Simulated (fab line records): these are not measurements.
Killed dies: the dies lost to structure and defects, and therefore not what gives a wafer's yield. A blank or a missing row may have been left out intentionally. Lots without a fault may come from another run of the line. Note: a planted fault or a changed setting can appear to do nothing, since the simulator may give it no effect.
Chamber matching -- flow nand_harc -- 4 sister chambers for NHARC_A_BONDPAD_ETCH_34 on rie_diel-05
The step etches the open film in N2/H2, target depth 60 nm, overetch 18 nm, time 65.91 s. 8 wafers are shown with their chamber, then 8 later ones without.

== EACH WAFER AND ITS CHAMBER ==
wafer,chamber,drypump_motor_current_A (A),rf_vpp_V (V)
L182.2,1,6.6,427.7
L181.5,0,4.9,435.1
L180.4,2,5.7,426.9
L180.5,3,5.6,431.6
L183.2,3,5.7,433.5
L183.3,2,5.6,427.6
L183.5,1,6.6,429.4
L185.1,0,4.9,434.5

== WAFERS WITH NO CHAMBER GIVEN ==
wafer,drypump_motor_current_A (A),rf_vpp_V (V)
L185.3,5.6,432.2
L185.6,5.7,432.8
L190.1,5.7,428.7
L190.2,6.6,429.9
L190.3,5.7,431.0
L192.1,5.0,434.0
L192.3,6.5,429.0
L192.5,5.0,433.8

== WHICH CHAMBER EACH WENT THROUGH ==
wafer,from the rows above,in truth
L185.3,3,3
L185.6,3,3
L190.1,2,2
L190.2,1,1
L190.3,3,3
L192.1,0,0
L192.3,1,1
L192.5,0,0
8 of 8 placed correctly. Left unplaced by these rows: 0. 0 placed wrongly.
How it was worked out, from the rows above alone: a wafer's distance from a chamber is the root of the sum, over the readings, of the square of ((its reading less the chamber's mean) divided by the reading's scatter). The wafer belongs to the nearest chamber; if the next one is less than 2 further off, it can't be placed. A chamber's mean is the mean of its shown wafers. The scatter: take each reading less its chamber's mean, square it, sum over the shown wafers, divide by the number of wafers less the number of chambers, and take the root.
